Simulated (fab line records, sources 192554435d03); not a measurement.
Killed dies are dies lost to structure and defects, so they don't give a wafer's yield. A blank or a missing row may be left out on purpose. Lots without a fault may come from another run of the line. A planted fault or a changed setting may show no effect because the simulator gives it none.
fab line records | flow n5_finfet | part 1 of 2: steps 1 to 20 of 33
record lots=5 wafers=15 last_day=17
route steps=1938 shown HKMG_FIN@401
lots that met no fault: from a run of the same line without faults
start_h: hours from the record's first day to the start of the lot's first wafer shown | wait_h: hours since the lot's step before | " the same as in the row above | L1.1+2: a row that stands for several wafers | - no value, or no start given | * or withheld: withheld | < > ~ a bound
route shown NAME@n: a module of which the file shows steps, and the number in the route of the first | usual: mean/standard deviation of fault-free wafers | same: alike in all rows | chamber/n: place in a boat | sites: the reading at each site | _std_site: their standard deviation | _edge_site: outer sites' mean less inner sites' | radius_mm: how far each site lies from the wafer's centre | mask NAME#n: copy n | behind: the tool/chamber that last shaped the wafer | hold: why the lot was held/for how many hours/how that ended | device: the transistor (n, p or np) that didn't switch | end of line: the same wafers' tests at the end of the route | a step without rows: its recipe alone | killed: dies lost to structure and defects at the first sort, not the wafer's yield | map: a wafer's dies, x killed, . not, _ none there
set.NAME: the setting as run; set.NAME@STEP: as run at that earlier step | model.NAME: the simulator's own value behind a step, which no gauge read
lots at some steps of the route; a table a step, a row a wafer
services: from which hour (start_h, from the record's first day; less than 0 if before it) a tool's chamber was out of use, for how many hours, and why
## steps
# step N5_HKMG_FIN_DESCUM_53
# recipe chemistry=O2 time_s=7.9 source_power_w=50 bias_power_w=20 pressure_mtorr=20 rf_frequency_hz=2.712e+07 temp_c=40 resist=CAR-ArF o2_flow_sccm=225
# usual drypump_motor_current_A=5.6/0.46 oes_product_au=0.79/0.098 rf_vpp_V=243.2/1.5 showerhead_plenum_p_Torr=2.10/0.076 throttle_valve_pct=20.5/0.35
# columns lot.wafer tool chamber start_h wait_h drypump_motor_current_A oes_product_au rf_hours_counter_h rf_vpp_V showerhead_plenum_p_Torr throttle_valve_pct
L084.1 rie_diel-05 2 137.48 0.1 5.7 0.68 216 242.2 2.07 20.6
L084.3 " 1 " " 5.6 0.80 101 240.9 2.05 20.7
L084.6 " 0 " " 4.7 0.90 - 245.7 2.14 20.1
L086.2 rie_diel-01 2 148.02 0.2 5.9 0.69 250 242.1 2.01 21.1
L086.5 " 1 " " 5.0 0.69 - 244.0 2.16 20.8
L086.6 " 2 " " 5.9 0.69 - 240.6 2.01 21.1
L089.1 rie_diel-05 0 161.90 0.2 4.7 0.89 34 243.2 2.14 20.1
L089.4 " 2 " " 5.8 0.67 225 242.3 2.07 20.7
L089.6 " 2 " " 5.8 0.67 - 242.5 2.07 20.7
L090.1 rie_diel-05 2 170.08 0.2 5.8 0.66 228 244.9 2.07 20.7
L090.3 " 0 " " 4.7 0.88 37 244.8 2.14 20.2
L090.4 " 1 " " 5.6 0.78 113 240.8 2.05 20.7
L094.1 rie_diel-05 0 195.45 0.1 4.7 0.88 46 244.4 2.14 20.2
L094.2 " 3 " " 6.3 0.89 29 242.9 2.07 20.0
L094.6 " 3 " " 6.3 0.91 - 241.7 2.07 20.0
# step N5_HKMG_FIN_ETCH_54
# recipe chemistry=CF4 target=SiARC target_depth_a=455 mask_material=CAR-ArF time_s=75.8 ion_energy_ev=80 pressure_mtorr=40 source_w=545 bias_w=36 Ar_flow_sccm=100 cf4_flow_sccm=100 ends=cleared
# usual drypump_motor_current_A=5.6/0.46 etch_rf_on_time_s=76.1/2.1 oes_product_au=0.67/0.082 rf_vpp_V=184.2/1.2 showerhead_plenum_p_Torr=2.15/0.078 throttle_valve_pct=15.6/0.33
# columns lot.wafer tool chamber start_h wait_h drypump_motor_current_A etch_rf_on_time_s oes_product_au rf_hours_counter_h rf_vpp_V showerhead_plenum_p_Torr throttle_valve_pct
L084.1 rie_diel-05 2 137.51 0.0 5.8 74.7 0.59 216 183.9 2.10 15.8
L084.3 " 1 " " 5.5 76.2 0.69 101 184.2 2.08 15.7
L084.6 " 0 " " 4.7 74.8 0.77 - 186.3 2.19 15.3
L086.2 rie_diel-01 2 148.06 0.0 5.9 77.4 0.59 250 183.5 2.03 16.1
L086.5 " 1 " " 5.0 75.0 0.60 - 184.3 2.22 16.0
L086.6 " 2 " " 5.9 77.7 0.58 - 182.7 2.03 16.1
L089.1 rie_diel-05 0 161.94 0.0 4.7 74.1 0.76 34 186.8 2.19 15.3
L089.4 " 2 " " 5.7 75.0 0.58 225 184.4 2.10 15.8
L089.6 " 2 " " 5.7 74.9 0.58 - 184.9 2.10 15.8
L090.1 rie_diel-05 2 170.11 0.0 5.8 74.1 0.58 228 185.6 2.10 15.8
L090.3 " 0 " " 4.7 74.7 0.75 37 184.6 2.19 15.3
L090.4 " 1 " " 5.6 76.3 0.68 113 182.7 2.07 15.7
L094.1 rie_diel-05 0 195.48 0.0 4.7 74.7 0.73 46 184.2 2.18 15.3
L094.2 " 3 " " 6.3 75.2 0.78 29 183.9 2.12 15.2
L094.6 " 3 " " 6.3 75.8 0.76 - 182.1 2.12 15.2
# step N5_HKMG_FIN_ETCH_55
# recipe chemistry=N2/H2 target=SOC target_depth_a=2400 temp_c=40 time_s=300 ion_energy_ev=200 mask_material=SiARC pressure_mtorr=30 source_w=840 bias_w=150 n2_flow_sccm=200 h2_flow_sccm=200
# usual drypump_motor_current_A=5.6/0.46 oes_product_au=0.79/0.099 rf_vpp_V=523.9/2.9 showerhead_plenum_p_Torr=2.54/0.1 throttle_valve_pct=17.8/0.43
# columns lot.wafer tool chamber start_h wait_h drypump_motor_current_A oes_product_au rf_hours_counter_h rf_vpp_V showerhead_plenum_p_Torr throttle_valve_pct
L084.1 rie_diel-05 2 137.57 0.0 5.8 0.69 216 524.1 2.49 17.9
L084.3 " 1 " " 5.6 0.81 101 520.0 2.45 17.8
L084.6 " 0 " " 4.7 0.90 - 525.5 2.60 17.4
L086.2 rie_diel-01 2 148.11 0.0 5.9 0.69 250 520.1 2.38 18.1
L086.5 " 1 " " 5.1 0.70 - 526.4 2.64 18.4
L086.6 " 2 " " 5.9 0.68 - 519.7 2.38 18.1
L089.1 rie_diel-05 0 161.99 0.0 4.7 0.89 34 523.4 2.60 17.4
L089.4 " 2 " " 5.8 0.68 225 523.4 2.49 17.9
L089.6 " 2 " " 5.8 0.68 - 523.5 2.49 17.9
L090.1 rie_diel-05 2 170.17 0.0 5.7 0.68 228 523.3 2.49 17.9
L090.3 " 0 " " 4.7 0.88 37 525.8 2.60 17.4
L090.4 " 1 " " 5.6 0.80 113 521.1 2.44 17.8
L094.1 rie_diel-05 0 195.54 0.0 4.7 0.86 46 524.5 2.59 17.5
L094.2 " 3 " " 6.3 0.91 29 522.6 2.46 17.1
L094.6 " 3 " " 6.3 0.91 - 523.8 2.46 17.1
# step N5_HKMG_FIN_STRIP_56
# recipe chemistry=N2/H2 temp_c=40 n2_flow_sccm=200 h2_flow_sccm=200 rf_frequency_hz=6e+07
# columns lot.wafer tool chamber start_h wait_h
L084.1+3+6 rie_diel-05 2,1,0 137.75 0.1
L086.2+5+6 rie_diel-01 2,1,2 148.29 0.1
L089.1+4+6 rie_diel-05 0,2,2 162.18 0.1
L090.1+3+4 rie_diel-05 2,0,1 170.35 0.1
L094.1+2+6 rie_diel-05 0,3,3 195.72 0.1
# step N5_HKMG_FIN_STRIP_57
# recipe chemistry=CF4 resist=SiARC power_w=300 bias_power_w=75 pressure_mtorr=50 cf4_flow_sccm=150 rf_frequency_hz=6e+07
# usual drypump_motor_current_A=5.5/0.46 oes_product_au=0.78/0.089 rf_vpp_V=271.2/1.5 showerhead_plenum_p_Torr=1.79/0.062 throttle_valve_pct=13.6/0.35
# columns lot.wafer tool chamber start_h wait_h drypump_motor_current_A oes_product_au rf_hours_counter_h rf_vpp_V showerhead_plenum_p_Torr throttle_valve_pct
L084.1 rie_diel-05 2 137.76 0.0 5.7 0.68 216 269.2 1.77 13.9
L084.3 " 1 " " 5.6 0.80 101 268.2 1.75 13.7
L084.6 " 0 " " 4.7 0.88 - 272.2 1.83 13.2
L086.2 rie_diel-01 2 148.30 0.0 5.9 0.69 251 271.1 1.70 14.1
L086.5 " 1 " " 5.0 0.70 - 271.5 1.86 14.0
L086.6 " 2 " " 5.9 0.70 - 268.1 1.70 14.1
L089.1 rie_diel-05 0 162.19 0.0 4.7 0.87 34 272.4 1.83 13.2
L089.4 " 2 " " 5.7 0.67 225 271.8 1.77 13.9
L089.6 " 2 " " 5.8 0.67 - 270.0 1.77 13.9
L090.1 rie_diel-05 2 170.36 0.0 5.7 0.67 229 271.3 1.77 13.9
L090.3 " 0 " " 4.7 0.86 37 271.9 1.83 13.3
L090.4 " 1 " " 5.6 0.79 113 270.9 1.75 13.7
L094.1 rie_diel-05 0 195.73 0.0 4.7 0.85 46 272.1 1.82 13.3
L094.2 " 3 " " 6.3 0.88 29 269.1 1.76 13.1
L094.6 " 3 " " 6.3 0.88 - 271.0 1.77 13.1
# step N5_HKMG_FIN_ETCH_58
# recipe chemistry=N2/H2 target=SOC target_depth_a=2158 ion_energy_ev=50 bias_w=13 time_s=741 pressure_mtorr=30 source_w=875 n2_flow_sccm=200 h2_flow_sccm=200
# usual drypump_motor_current_A=5.6/0.46 oes_product_au=0.79/0.099 rf_vpp_V=99.1/0.98 showerhead_plenum_p_Torr=2.54/0.1 throttle_valve_pct=17.7/0.43
# columns lot.wafer tool chamber start_h wait_h drypump_motor_current_A oes_product_au rf_hours_counter_h rf_vpp_V showerhead_plenum_p_Torr throttle_valve_pct
L084.1 rie_diel-05 2 137.78 0.0 5.8 0.69 217 99.0 2.49 17.8
L084.3 " 1 " " 5.6 0.81 102 99.5 2.45 17.7
L084.6 " 0 " " 4.7 0.91 - 98.7 2.60 17.4
L086.2 rie_diel-01 2 148.32 0.0 5.9 0.69 251 96.1 2.38 18.1
L086.5 " 1 " " 5.0 0.70 - 98.4 2.64 18.4
L086.6 " 2 " " 5.9 0.69 - 97.9 2.38 18.1
L089.1 rie_diel-05 0 162.21 0.0 4.7 0.88 34 98.2 2.60 17.4
L089.4 " 2 " " 5.7 0.69 225 98.6 2.49 17.9
L089.6 " 2 " " 5.7 0.68 - 99.7 2.49 17.9
L090.1 rie_diel-05 2 170.38 0.0 5.7 0.68 229 98.9 2.49 17.9
L090.3 " 0 " " 4.7 0.88 38 100.6 2.60 17.4
L090.4 " 1 " " 5.6 0.80 113 99.1 2.44 17.8
L094.1 rie_diel-05 0 195.75 0.0 4.7 0.86 46 99.4 2.59 17.4
L094.2 " 3 " " 6.3 0.90 30 98.0 2.46 17.1
L094.6 " 3 " " 6.3 0.89 - 98.3 2.46 17.0
# step N5_HKMG_FIN_STRIP_93
# recipe chemistry=N2/H2 material=SOC time_s=20 power_w=500 temp_c=40 pressure_mtorr=50 rf_frequency_hz=6e+07 bias_power_w=8 h2_frac=0.5 n2_flow_sccm=300 h2_flow_sccm=300
# usual drypump_motor_current_A=5.6/0.46 oes_product_au=0.79/0.095 rf_vpp_V=54.3/0.85 showerhead_plenum_p_Torr=3.35/0.13 throttle_valve_pct=18.9/0.7
# columns lot.wafer tool chamber start_h wait_h drypump_motor_current_A oes_product_au rf_hours_counter_h rf_vpp_V showerhead_plenum_p_Torr throttle_valve_pct
L084.1 rie_diel-05 2 138.20 0.2 5.7 0.70 217 54.0 3.29 18.9
L084.3 " 1 " " 5.6 0.79 102 55.1 3.24 18.9
L084.6 " 0 " " 4.7 0.90 - 54.7 3.43 18.2
L086.2 rie_diel-01 2 148.75 0.2 5.9 0.69 251 53.6 3.15 19.0
L086.5 " 1 " " 5.0 0.72 - 54.1 3.48 20.3
L086.6 " 2 " " 5.9 0.70 - 54.2 3.15 19.0
L089.1 rie_diel-05 0 162.63 0.2 4.7 0.90 34 53.5 3.43 18.2
L089.4 " 2 " " 5.7 0.69 226 53.1 3.29 19.0
L089.6 " 2 " " 5.8 0.69 - 55.4 3.29 19.0
L090.1 rie_diel-05 2 170.80 0.2 5.8 0.69 229 54.4 3.29 19.0
L090.3 " 0 " " 4.7 0.88 38 54.2 3.43 18.2
L090.4 " 1 " " 5.6 0.78 114 55.2 3.23 18.9
L094.1 rie_diel-05 0 196.18 0.2 4.7 0.87 47 54.1 3.42 18.3
L094.2 " 3 " " 6.3 0.89 30 53.8 3.25 18.2
L094.6 " 3 " " 6.3 0.89 - 54.6 3.25 18.2
# step N5_HKMG_FIN_WET_ETCH_76
# recipe chemistry=dNH4OH mix=1:50 temp_c=25 target=Al2O3 stop_on=La2O3 target_depth_nm=2.25 dry=ipa_marangoni rinse_time_s=30 rinse_temp_c=23
# same rinse_time_s=30
# columns lot.wafer tool chamber start_h wait_h
L084.1+3+6 wet_bench-05 5,0,4 138.29 0.1
L086.2+5+6 wet_bench-05 7,5,2 148.83 0.1
L089.1+4+6 wet_bench-05 3,7,6 162.71 0.1
L090.1+3+4 wet_bench-01 6,4,3 170.89 0.1
L094.1+2+6 wet_bench-01 0,4,6 196.26 0.1
# step N5_HKMG_FIN_STRIP_60
# recipe chemistry=N2/H2 power_w=2500 temp_c=300 h2_frac=0.65 time_s=360 pressure_mtorr=withheld n2_flow_sccm=1750 h2_flow_sccm=3250
# usual drypump_motor_current_A=5.2/0.36 heater_power_w=500/40
# columns lot.wafer tool chamber start_h wait_h drypump_motor_current_A heater_power_w rf_hours_counter_h
L084.1 plasma_asher-02 0 138.35 0.0 4.8 517 99
L084.3 " 0 " " 4.8 506 -
L084.6 " 0 " " 4.8 515 -
L086.2 plasma_asher-01 0 148.90 0.0 5.7 455 52
L086.5 " 1 " " 5.7 429 -
L086.6 " 0 " " 5.7 471 -
L089.1 plasma_asher-01 0 162.78 0.0 5.7 467 55
L089.4 " 0 " " 5.7 462 -
L089.6 " 1 " " 5.7 428 -
L090.1 plasma_asher-02 0 170.96 0.0 4.8 520 106
L090.3 " 0 " " 4.8 518 -
L090.4 " 1 " " 5.2 536 -
L094.1 plasma_asher-02 1 196.33 0.0 5.2 524 115
L094.2 " 0 " " 4.8 505 115
L094.6 " 1 " " 5.2 531 -
# step N5_HKMG_FIN_WET_ETCH_77
# recipe chemistry=dHCl mix=1:10000 temp_c=25 target=La2O3 stop_on=HfO2 target_depth_nm=2
# columns lot.wafer tool chamber start_h wait_h
L084.1+3+6 wet_bench-06 6,5,0 138.74 0.3
L086.2+5+6 wet_bench-05 2,0,7 149.29 0.3
L089.1+4+6 wet_bench-01 1,7,2 163.17 0.3
L090.1+3+4 wet_bench-05 4,2,6 171.35 0.3
L094.1+2+6 wet_bench-01 4,3,5 196.72 0.3
# step N5_HKMG_FIN_WET_ETCH_78
# recipe chemistry=dNH4OH mix=1:50 temp_c=25 target=Al2O3 stop_on=La2O3 target_depth_nm=4.5 dry=ipa_marangoni rinse_time_s=30 rinse_temp_c=23
# same rinse_time_s=30
# columns lot.wafer tool chamber start_h wait_h
L084.1+3+6 wet_bench-06 6,5,0 138.77 0.0
L086.2+5+6 wet_bench-05 2,0,7 149.32 0.0
L089.1+4+6 wet_bench-01 1,7,2 163.20 0.0
L090.1+3+4 wet_bench-05 4,2,6 171.38 0.0
L094.1+2+6 wet_bench-01 4,3,5 196.75 0.0
# step N5_HKMG_FIN_ALD_79
# recipe material=TiN target_thk_a=15 temp_c=400 ald_precursor_family=TiCl4 ald_co_reactant=NH3 pulse_time_s=1 purge_time_s=3 co_reactant_purge_time_s=2 co_reactant_pulse_time_s=2 ald_cycles=68 pressure_torr=3
# usual heater_power_w=898/160 precursor_pulse_height_rel=1.000/0.02
# columns lot.wafer tool chamber start_h wait_h heater_power_w precursor_pulse_height_rel
L084.1 ald_metal-04 0 138.84 0.0 673 0.994
L084.3 " 2 " " 781 1.009
L084.6 " 1 " " 1015 1.029
L086.2 ald_metal-03 3 149.39 0.0 968 1.000
L086.5 " 2 " " 774 0.985
L086.6 " 1 " " 1193 1.017
L089.1 ald_metal-03 2 163.27 0.0 797 0.983
L089.4 " 3 " " 986 1.006
L089.6 " 1 " " 1165 1.009
L090.1 ald_metal-02 2 171.46 0.0 832 1.004
L090.3 " 3 " " 859 0.965
L090.4 " 1 " " 901 1.013
L094.1 ald_metal-03 0 196.82 0.0 669 1.021
L094.2 " 1 " " 1151 1.007
L094.6 " 3 " " 969 1.022
# step N5_HKMG_FIN_CVD_62
# recipe material=a-Si target_thk_a=30 temp_c=500 precursor=Si2H6 pressure_torr=1 time_s=20.8
# usual heater_power_w=1445/150
# columns lot.wafer tool chamber start_h wait_h heater_power_w
L084.1 thermal_cvd_si-02 0 139.20 0.2 1299
L084.3 " 2 " " 1545
L084.6 " 2 " " 1532
L086.2 thermal_cvd_si-02 2 149.76 0.2 1608
L086.5 " 0 " " 1272
L086.6 " 2 " " 1559
L089.1 thermal_cvd_si-01 1 163.63 0.2 1644
L089.4 " 1 " " 1660
L089.6 " 0 " " 1315
L090.1 thermal_cvd_si-02 2 171.82 0.2 1572
L090.3 " 2 " " 1643
L090.4 " 0 " " 1265
L094.1 thermal_cvd_si-02 0 197.19 0.2 1258
L094.2 " 2 " " 1601
L094.6 " 0 " " 1297
# step N5_HKMG_FIN_RTA_80
# recipe temp_c=withheld time_s=2 ambient=N2 idle_temp_c=600 ramp_up_c_per_s=150 ramp_down_c_per_s=60 cool_to_c=600
# columns lot.wafer tool chamber start_h wait_h
L084.1+3+6 rtp_anneal-01 0 139.36 0.1
L086.2+5+6 rtp_anneal-01 0 149.92 0.1
L089.1+4+6 rtp_anneal-01 0 163.79 0.1
L090.1+3+4 rtp_anneal-01 0 172.03 0.2
L094.1+2+6 rtp_anneal-02 0 197.37 0.1
# step N5_HKMG_FIN_PRECLEAN_64
# recipe chemistry=dHF time_s=30 temp_c=25 dilution=withheld
# columns lot.wafer tool chamber start_h wait_h
L084.1+3+6 wet_bench-06 5,1,4 139.50 0.1
L086.2+5+6 wet_bench-06 3,6,4 150.05 0.1
L089.1+4+6 wet_bench-06 7,1,0 164.06 0.2
L090.1+3+4 wet_bench-01 5,1,2 172.17 0.1
L094.1+2+6 wet_bench-05 1,3,2 197.52 0.1
# step N5_HKMG_FIN_WET_ETCH_65
# recipe chemistry=TMAH temp_c=70 conc_wt_pct=5 target=a-Si stop_on=TiN time_s=49 target_depth_nm=3
# columns lot.wafer tool chamber start_h wait_h
L084.1+3+6 wet_bench-06 5,1,4 139.51 0.0
L086.2+5+6 wet_bench-06 3,6,4 150.06 0.0
L089.1+4+6 wet_bench-06 7,1,0 164.07 0.0
L090.1+3+4 wet_bench-01 5,1,2 172.18 0.0
L094.1+2+6 wet_bench-05 1,3,2 197.53 0.0
# step N5_HKMG_FIN_WET_ETCH_81
# recipe chemistry=SC1 target=TiN stop_on=HfO2 mix=1:1:5 temp_c=60 time_s=57 target_depth_nm=6
# usual diw_flow_mL_min=1072/3.3
# columns lot.wafer tool chamber start_h wait_h diw_flow_mL_min
L084.1 wet_bench-06 5 139.53 0.0 1072
L084.3 " 1 " " 1076
L084.6 " 4 " " 1072
L086.2 wet_bench-06 3 150.07 0.0 1069
L086.5 " 6 " " 1071
L086.6 " 4 " " 1071
L089.1 wet_bench-06 7 164.08 0.0 1074
L089.4 " 1 " " 1069
L089.6 " 0 " " 1078
L090.1 wet_bench-01 5 172.20 0.0 1071
L090.3 " 1 " " 1073
L090.4 " 2 " " 1066
L094.1 wet_bench-05 1 197.54 0.0 1074
L094.2 " 3 " " 1073
L094.6 " 2 " " 1071
# step N5_HKMG_FIN_WET_ETCH_82
# recipe chemistry=dHCl mix=1:10000 temp_c=25 target=La2O3 stop_on=HfO2 target_depth_nm=2 dry=ipa_marangoni rinse_time_s=30 rinse_temp_c=23
# same rinse_time_s=30
# columns lot.wafer tool chamber start_h wait_h
L084.1+3+6 wet_bench-06 5,1,4 139.56 0.0
L086.2+5+6 wet_bench-06 3,6,4 150.10 0.0
L089.1+4+6 wet_bench-06 7,1,0 164.12 0.0
L090.1+3+4 wet_bench-01 5,1,2 172.23 0.0
L094.1+2+6 wet_bench-05 1,3,2 197.57 0.0
# step N5_HKMG_FIN_ALD_36
# recipe material=TiN target_thk_a=10 temp_c=400 ald_precursor_family=TiCl4 ald_co_reactant=NH3 pulse_time_s=1 purge_time_s=3 co_reactant_purge_time_s=2 co_reactant_pulse_time_s=2 ald_cycles=47 pressure_torr=3
# usual heater_power_w=902/130 precursor_pulse_height_rel=1.001/0.019
# columns lot.wafer tool chamber start_h wait_h heater_power_w precursor_pulse_height_rel
L084.1 ald_metal-03 1 139.97 0.4 1137 0.964
L084.3 " 3 " " 981 0.995
L084.6 " 2 " " 777 0.986
L086.2 ald_metal-02 3 150.16 0.0 844 0.998
L086.5 " 2 " " 821 1.017
L086.6 " 3 " " 830 0.985
L089.1 ald_metal-03 2 164.18 0.0 794 1.027
L089.4 " 3 " " 953 0.989
L089.6 " 1 " " 1149 0.997
L090.1 ald_metal-02 1 172.30 0.0 911 0.961
L090.3 " 0 " " 973 0.987
L090.4 " 3 " " 851 0.996
L094.1 ald_metal-02 0 197.63 0.0 932 0.997
L094.2 " 1 " " 923 0.993
L094.6 " 1 " " 917 1.005
# step N5_HKMG_FIN_THK_MEAS_70
# recipe thk_meas_gauge=xrf reads=HfO2_of_HKMG_FIN_HK_ALD_01
# usual HK_THK=1.602/0.019
# columns lot.wafer tool chamber start_h wait_h HK_THK[nm]
L084.1 film_metro-01 - 140.25 0.2 1.599
L084.3 " - " " 1.583
L084.6 " - " " 1.576
L086.2 film_metro-02 - 150.44 0.2 1.584
L086.5 " - " " 1.601
L086.6 " - " " 1.614
L089.1 film_metro-01 - 164.46 0.2 1.592
L089.4 " - " " 1.586
L089.6 " - " " 1.611
L090.1 film_metro-02 - 172.58 0.2 1.629
L090.3 " - " " 1.603
L090.4 " - " " 1.580
L094.1 film_metro-01 - 197.91 0.2 1.621
L094.2 " - " " 1.634
L094.6 " - " " 1.635
